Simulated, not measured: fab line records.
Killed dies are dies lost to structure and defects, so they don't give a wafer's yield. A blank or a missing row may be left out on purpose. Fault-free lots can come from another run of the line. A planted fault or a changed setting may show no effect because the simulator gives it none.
fab line records + flow nandHarc
record
- lots=7
- wafers=21
- lastDay=32
route steps=1302 shown P_M0@273 P_M1@285
lots with no fault: from the same line, run without faults
startH: the number of hours between the record's first day and the start of the first shown wafer of the lot + waitH: hours from the lot's prior step to this one + " as in the row above + L1.1+2: a single row standing in for several wafers + - value missing, or start not given + * or withheld: withheld + < > ~ a bound
route shown NAME@n: names a module that has steps shown in the file, with the first one's number in the route + usual: the fault-free wafers' mean and standard deviation + same: alike in all rows + chamber/n: place in a boat + sites: readings site by site + _std_site: the values' standard deviation + _edge_site: mean of outer sites minus mean of inner sites + radiusMm: how far each site lies from the wafer's centre + mask NAME#n: copy n + behind: the last tool/chamber to shape the wafer + hold: what put the lot on hold/how long, in hours/how the hold closed + device: whichever transistor did not switch (one of n, p or np) + end of line: the tests these same wafers got at the end of their route + where a step has no rows: the recipe by itself + killed: dies lost to structure and defects at the first sort, not the wafer's yield + map: a wafer's dies, marking killed ones x, the rest . and places with no die _
set.NAME: the setting the step ran with; set.NAME@STEP: the setting that earlier step ran with + model.NAME: the simulator's own value behind a step, which no gauge read
certain route steps with their lots: each step a table, each wafer a row
services: from which hour (startH, from the record's first day; less than 0 if before it) a tool's chamber was out of use, for how many hours, and why
## steps
# step NHARC_P_M0_PRE_CLEAN_29
# recipe
- timeS=30
- tempC=280
- gas=H2/He
# usual
- heaterPowerW=407/38
| lot.wafer | tool          | chamber | startH | waitH | heaterPowerW |
|-----------|---------------|---------|--------|-------|--------------|
| L530.1    | pvdSputter-03 | -       | -      | -     | 367          |
| L530.3    | "             | -       | "      | "     | 351          |
| L530.6    | "             | -       | "      | "     | 367          |
| L534.3    | pvdSputter-03 | -       | -      | -     | 400          |
| L534.5    | "             | -       | "      | "     | 440          |
| L534.6    | "             | -       | "      | "     | 353          |
| L536.3    | pvdSputter-02 | -       | -      | -     | 439          |
| L536.2    | "             | -       | "      | "     | 409          |
| L536.5    | "             | -       | "      | "     | 419          |
| L537.4    | pvdSputter-03 | -       | -      | -     | 446          |
| L537.3    | "             | -       | "      | "     | 363          |
| L537.6    | "             | -       | "      | "     | 363          |
| L547.4    | pvdSputter-03 | -       | -      | -     | 439          |
| L547.1    | "             | -       | "      | "     | 353          |
| L547.6    | "             | -       | "      | "     | 354          |
| L548.3    | pvdSputter-03 | -       | -      | -     | 436          |
| L548.2    | "             | -       | "      | "     | 402          |
| L548.5    | "             | -       | "      | "     | 442          |
| L550.2    | pvdSputter-02 | -       | -      | -     | 389          |
| L550.4    | "             | -       | "      | "     | 423          |
| L550.5    | "             | -       | "      | "     | 465          |
# step NHARC_P_M0_PVD_20
# recipe
- targetThkA=50
- biasV=168.6
- powerW=15000
- chamberPressurePa=0.12
- timeS=8.06
- substrateTempC=50
- material=TaN
# step NHARC_P_M0_PVD_21
# recipe
- targetThkA=300
- chamberPressurePa=5
- powerW=5000
- substrateTempC=30
- timeS=20.49
- material=Cu
# usual
- throttleValvePct=30.1/1
| lot.wafer | tool          | chamber | startH | waitH | throttleValvePct |
|-----------|---------------|---------|--------|-------|------------------|
| L530.1    | pvdSputter-03 | -       | -      | -     | 29.8             |
| L530.3    | "             | -       | "      | "     | 30.1             |
| L530.6    | "             | -       | "      | "     | 29.2             |
| L534.3    | pvdSputter-03 | -       | -      | -     | 30.4             |
| L534.6    | "             | -       | "      | "     | 30.5             |
| L534.5    | "             | -       | "      | "     | 30.8             |
| L536.2    | pvdSputter-02 | -       | -      | -     | 30.7             |
| L536.3    | "             | -       | "      | "     | 30.2             |
| L536.5    | "             | -       | "      | "     | 30.4             |
| L537.3    | pvdSputter-03 | -       | -      | -     | 30.4             |
| L537.4    | "             | -       | "      | "     | 28.7             |
| L537.6    | "             | -       | "      | "     | 30.5             |
| L547.4    | pvdSputter-03 | -       | -      | -     | 30.8             |
| L547.1    | "             | -       | "      | "     | 31.5             |
| L547.6    | "             | -       | "      | "     | 30.6             |
| L548.2    | pvdSputter-03 | -       | -      | -     | 28.7             |
| L548.3    | "             | -       | "      | "     | 30.8             |
| L548.5    | "             | -       | "      | "     | 30.6             |
| L550.4    | pvdSputter-02 | -       | -      | -     | 31.1             |
| L550.2    | "             | -       | "      | "     | 29.5             |
| L550.5    | "             | -       | "      | "     | 29.6             |
# step NHARC_P_M0_ECD_22
# recipe
- targetThkA=4000
- bathTempC=25
- material=Cu
# step NHARC_P_M0_ANNEAL_30
# recipe
- tempC=225
- timeS=90
# usual
- wafer_temp_C_max=226.15/0.27
| lot.wafer | tool         | chamber | startH | waitH | wafer_temp_C_max |
|-----------|--------------|---------|--------|-------|------------------|
| L530.1    | rtpAnneal-01 | 0       | 134.18 | 0.3   | 226.30           |
| L530.3    | "            | 0       | "      | "     | 226.39           |
| L530.6    | "            | 0       | "      | "     | 225.95           |
| L534.3    | rtpAnneal-02 | 0       | 181.86 | 0.3   | 226.02           |
| L534.5    | "            | 0       | "      | "     | 226.26           |
| L534.6    | "            | 0       | "      | "     | 226.49           |
| L536.2    | rtpAnneal-02 | 0       | 191.96 | -     | 225.89           |
| L536.3    | "            | 0       | "      | "     | 226.07           |
| L536.5    | "            | 0       | "      | "     | 226.69           |
| L537.3    | rtpAnneal-02 | 0       | 209.22 | 0.3   | 226.20           |
| L537.4    | "            | 0       | "      | "     | 226.27           |
| L537.6    | "            | 0       | "      | "     | 226.70           |
| L547.1    | rtpAnneal-01 | 0       | 304.90 | 0.3   | 225.90           |
| L547.4    | "            | 0       | "      | "     | 226.18           |
| L547.6    | "            | 0       | "      | "     | 226.08           |
| L548.2    | rtpAnneal-02 | 0       | 309.44 | -     | 226.85           |
| L548.3    | "            | 0       | "      | "     | 226.34           |
| L548.5    | "            | 0       | "      | "     | 226.28           |
| L550.2    | rtpAnneal-01 | 0       | 327.58 | 0.5   | 226.21           |
| L550.4    | "            | 0       | "      | "     | 226.36           |
| L550.5    | "            | 0       | "      | "     | 226.88           |
# step NHARC_P_M0_CMP_23
# recipe
- tOverpolishS=20
- targetThkNm=117.54
# usual
- motorCurrentA=12.4/1.3
- timeToEndpointS=26.7/2.3
| lot.wafer | tool   | chamber | startH | waitH | motorCurrentA | timeToEndpointS |
|-----------|--------|---------|--------|-------|---------------|-----------------|
| L530.1    | cmp-03 | 1       | 134.53 | -     | 11.1          | 24.2            |
| L530.3    | "      | 2       | "      | "     | 14.8          | 27.0            |
| L530.6    | "      | 1       | "      | "     | 11.1          | 25.4            |
| L534.3    | cmp-03 | 3       | 182.10 | -     | 11.9          | 29.8            |
| L534.6    | "      | 3       | "      | "     | 11.5          | 28.3            |
| L534.5    | "      | 0       | "      | "     | 12.8          | 26.9            |
| L536.2    | cmp-03 | 3       | 192.25 | -     | 11.9          | 30.0            |
| L536.3    | "      | 1       | "      | "     | 10.6          | 26.9            |
| L536.5    | "      | 3       | "      | "     | 12.0          | 28.8            |
| L537.3    | cmp-01 | 0       | 209.57 | -     | 13.2          | 25.9            |
| L537.4    | "      | 1       | "      | "     | 11.3          | 27.7            |
| L537.6    | "      | 3       | "      | "     | 11.7          | 25.9            |
| L547.4    | cmp-02 | 1       | 305.25 | -     | 10.7          | 24.9            |
| L547.1    | "      | 0       | "      | "     | 10.5          | 26.4            |
| L547.6    | "      | 1       | "      | "     | 11.0          | 27.6            |
| L548.3    | cmp-03 | 0       | 309.79 | -     | 12.7          | 24.3            |
| L548.2    | "      | 1       | "      | "     | 10.7          | 23.7            |
| L548.5    | "      | 2       | "      | "     | 14.7          | 22.2            |
| L550.2    | cmp-01 | 2       | 327.91 | -     | 14.4          | 25.4            |
| L550.4    | "      | 0       | "      | "     | 13.1          | 30.0            |
| L550.5    | "      | 1       | "      | "     | 11.4          | 26.4            |
# step NHARC_P_M0_THK_MEAS_24
# recipe
- thkMeasGauge=xrf
# usual
- thkNm=116.9/1.4
| lot.wafer | tool         | chamber | startH | waitH | thkNm |
|-----------|--------------|---------|--------|-------|-------|
| L530.1    | filmMetro-02 | -       | 134.84 | -     | 114.4 |
| L530.3    | "            | -       | "      | "     | 116.7 |
| L530.6    | "            | -       | "      | "     | 113.5 |
| L534.3    | filmMetro-01 | -       | 182.42 | -     | 115.6 |
| L534.5    | "            | -       | "      | "     | 117.4 |
| L534.6    | "            | -       | "      | "     | 117.6 |
| L536.2    | filmMetro-01 | -       | 192.57 | -     | 117.7 |
| L536.3    | "            | -       | "      | "     | 117.0 |
| L536.5    | "            | -       | "      | "     | 118.4 |
| L537.3    | filmMetro-02 | -       | 209.85 | -     | 116.1 |
| L537.4    | "            | -       | "      | "     | 115.7 |
| L537.6    | "            | -       | "      | "     | 116.3 |
| L547.1    | filmMetro-01 | -       | 305.57 | -     | 118.2 |
| L547.4    | "            | -       | "      | "     | 117.1 |
| L547.6    | "            | -       | "      | "     | 118.5 |
| L548.2    | filmMetro-01 | -       | 310.05 | -     | 117.0 |
| L548.3    | "            | -       | "      | "     | 114.1 |
| L548.5    | "            | -       | "      | "     | 114.7 |
| L550.2    | filmMetro-02 | -       | 328.21 | -     | 117.6 |
| L550.4    | "            | -       | "      | "     | 117.9 |
| L550.5    | "            | -       | "      | "     | 117.6 |
# step NHARC_P_M0_SRD_25
# step NHARC_P_M0_INSPECT_27
# usual
- rawDefectCount=341/130
| lot.wafer | tool             | chamber | startH | waitH | rawDefectCount |
|-----------|------------------|---------|--------|-------|----------------|
| L530.1    | defectInspect-01 | -       | 135.00 | 0.0   | 383            |
| L530.3    | "                | -       | "      | "     | 678            |
| L530.6    | "                | -       | "      | "     | 664            |
| L534.3    | defectInspect-01 | -       | 182.57 | 0.0   | 254            |
| L534.5    | "                | -       | "      | "     | 323            |
| L534.6    | "                | -       | "      | "     | 261            |
| L536.2    | defectInspect-02 | -       | 192.73 | 0.0   | 415            |
| L536.3    | "                | -       | "      | "     | 535            |
| L536.5    | "                | -       | "      | "     | 466            |
| L537.3    | defectInspect-02 | -       | 210.03 | 0.0   | 325            |
| L537.4    | "                | -       | "      | "     | 330            |
| L537.6    | "                | -       | "      | "     | 560            |
| L547.1    | defectInspect-02 | -       | 305.72 | 0.0   | 297            |
| L547.4    | "                | -       | "      | "     | 415            |
| L547.6    | "                | -       | "      | "     | 306            |
| L548.2    | defectInspect-02 | -       | 310.20 | 0.0   | 252            |
| L548.3    | "                | -       | "      | "     | 375            |
| L548.5    | "                | -       | "      | "     | 341            |
| L550.2    | defectInspect-01 | -       | 328.36 | 0.0   | 269            |
| L550.4    | "                | -       | "      | "     | 196            |
| L550.5    | "                | -       | "      | "     | 306            |
# step NHARC_P_M0_PRE_CLEAN_31
# recipe
- timeS=12
- tempC=370
- rfPowerW=300
- gas=NH3
# step NHARC_P_M0_DEP_32
# recipe
- targetThkA=300
- tempC=370
- targetThkNm=30
- pressureTorr=3
- flowSccm=200
- rfW=450
- material=SiCN
# usual
- chamberPressureTorr=3.000/0.0057
- heaterPowerOuterW=309/36
- heaterPowerW=542/79
| lot.wafer | tool     | chamber | startH | waitH | chamberPressureTorr | heaterPowerOuterW | heaterPowerW |
|-----------|----------|---------|--------|-------|---------------------|-------------------|--------------|
| L530.3    | pecvd-03 | 0       | 135.19 | 0.1   | 2.997               | 270               | 442          |
| L530.1    | "        | 1       | "      | "     | 3.006               | 283               | 610          |
| L530.6    | "        | 1       | "      | "     | 3.000               | 284               | 600          |
| L534.3    | pecvd-03 | 0       | 182.80 | 0.1   | 2.998               | 283               | 479          |
| L534.6    | "        | 1       | "      | "     | 3.000               | 326               | 637          |
| L534.5    | "        | 0       | "      | "     | 2.999               | 294               | 470          |
| L536.2    | pecvd-02 | 0       | 193.02 | 0.1   | 3.005               | 318               | 552          |
| L536.3    | "        | 1       | "      | "     | 2.999               | 256               | 443          |
| L536.5    | "        | 1       | "      | "     | 3.001               | 260               | 437          |
| L537.3    | pecvd-03 | 2       | 210.18 | 0.1   | 3.001               | 329               | 506          |
| L537.4    | "        | 2       | "      | "     | 3.000               | 333               | 496          |
| L537.6    | "        | 1       | "      | "     | 3.007               | 352               | 696          |
| L547.1    | pecvd-01 | 2       | 305.95 | 0.1   | 3.007               | 327               | 593          |
| L547.4    | "        | 1       | "      | "     | 3.005               | 342               | 626          |
| L547.6    | "        | 2       | "      | "     | 2.999               | 323               | 606          |
| L548.2    | pecvd-02 | 0       | 310.35 | 0.1   | 2.999               | 258               | 454          |
| L548.3    | "        | 2       | "      | "     | 3.003               | 301               | 529          |
| L548.5    | "        | 0       | "      | "     | 3.000               | 251               | 456          |
| L550.2    | pecvd-01 | 0       | 328.60 | 0.1   | 2.988               | 354               | 603          |
| L550.5    | "        | 1       | "      | "     | 3.006               | 303               | 581          |
| L550.4    | "        | 2       | "      | "     | 2.991               | 325               | 592          |
# step NHARC_P_M1_DEP_00
# recipe
- targetThkA=1825
- targetThkNm=182.5
- tempC=withheld
- pressureTorr=5
- flowSccm=200
- rfW=600
- material=SiOC
# usual
- chamberPressureTorr=5.001/0.011
- rfFwdPowerW=598.7/2
| lot.wafer | tool     | chamber | startH | waitH | chamberPressureTorr | rfFwdPowerW |
|-----------|----------|---------|--------|-------|---------------------|-------------|
| L530.3    | pecvd-03 | 1       | 135.58 | -     | 4.988               | 600.6       |
| L530.1    | "        | 2       | "      | "     | 4.997               | 601.1       |
| L530.6    | "        | 2       | "      | "     | 4.976               | 596.3       |
| L534.3    | pecvd-02 | 0       | 183.18 | -     | -                   | -           |
| L534.6    | "        | 2       | "      | "     | -                   | -           |
| L534.5    | "        | 1       | "      | "     | -                   | -           |
| L536.2    | pecvd-02 | 1       | 193.37 | -     | -                   | -           |
| L536.3    | "        | 2       | "      | "     | -                   | -           |
| L536.5    | "        | 2       | "      | "     | -                   | -           |
| L537.3    | pecvd-02 | 0       | 210.59 | -     | -                   | -           |
| L537.4    | "        | 0       | "      | "     | -                   | -           |
| L537.6    | "        | 1       | "      | "     | -                   | -           |
| L547.1    | pecvd-03 | 1       | 306.28 | -     | 5.013               | 601.2       |
| L547.6    | "        | 1       | "      | "     | 5.015               | 601.0       |
| L547.4    | "        | 0       | "      | "     | 5.017               | 599.9       |
| L548.2    | pecvd-02 | 1       | 310.79 | -     | 4.992               | 602.2       |
| L548.3    | "        | 2       | "      | "     | 5.010               | 599.5       |
| L548.5    | "        | 1       | "      | "     | 4.994               | 601.0       |
| L550.2    | pecvd-03 | 0       | 328.93 | -     | 4.996               | 598.1       |
| L550.5    | "        | 1       | "      | "     | 4.988               | 599.2       |
| L550.4    | "        | 2       | "      | "     | 5.013               | 599.0       |
# step NHARC_P_M1_DEHYDRATE_01
# recipe
- tempC=150
- timeS=120
## services
| tool          | chamber | startH | hours | kind   |
|---------------|---------|--------|-------|--------|
| pecvd-01      | -       | 130.00 | 13.0  | pm     |
| cmp-02        | -       | 136.29 | 6.4   | repair |
| pvdSputter-02 | -       | 143.23 | 6.6   | repair |
| cmp-03        | -       | 152.25 | 3.0   | repair |
| cmp-01        | -       | 158.39 | 1.6   | repair |
| pecvd-02      | -       | 158.72 | 0.5   | repair |
| cmp-03        | -       | 162.12 | 4.0   | pm     |
| pvdSputter-03 | -       | 170.04 | 10.0  | pm     |
| pecvd-01      | 0       | 178.78 | 1.8   | repair |
| pecvd-03      | -       | 185.33 | 13.0  | pm     |
| cmp-01        | -       | 186.23 | 4.0   | pm     |
| pvdSputter-03 | -       | 210.11 | 8.5   | repair |
| pecvd-02      | -       | 227.23 | 13.0  | pm     |
| pvdSputter-02 | -       | 230.89 | 10.5  | repair |
| pecvd-03      | 2       | 232.09 | 20.8  | repair |
| cmp-01        | -       | 234.15 | 0.5   | repair |
| cmp-03        | -       | 256.44 | 0.8   | repair |
| cmp-03        | -       | 260.12 | 4.0   | pm     |
| pvdSputter-03 | -       | 277.93 | 1.9   | repair |
| pvdSputter-02 | -       | 282.00 | 10.0  | pm     |
| cmp-01        | -       | 282.59 | 2.9   | repair |
| pecvd-01      | -       | 282.67 | 7.2   | repair |
| pecvd-02      | -       | 288.49 | 1.5   | repair |
| pecvd-01      | -       | 311.00 | 13.0  | pm     |
## key
firstSign
- step=NHARC_P_M1_DEP_00
- reading=toolRecord
- direction=missing
effect none on later readings
metAt NHARC_P_M1_DEP_00
struckWafers L534.3,L534.5,L534.6,L536.2,L536.3,L536.5,L537.3,L537.4,L537.6
laterRowsLeftOut L534.3,L534.5,L534.6,L536.2,L536.3,L536.5,L537.3,L537.4,L537.6
sortLeftOut L534.3,L534.5,L534.6,L536.2,L536.3,L536.5,L537.3,L537.4,L537.6
fault
- kind=skippedStepWhole
- tool=pecvd-02
- chamber=-
- onsetH=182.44
- steps=NHARC_P_M1_DEP_00
- scope=struckLotsOnly
# sortLeftOut: the simulated sort isn't trusted on such a fault, so these wafers' sort isn't shown, and their yield isn't known
# laterRowsLeftOut: the simulator's readings of these wafers behind a module that went badly wrong aren't trusted and aren't shown, but for the sort
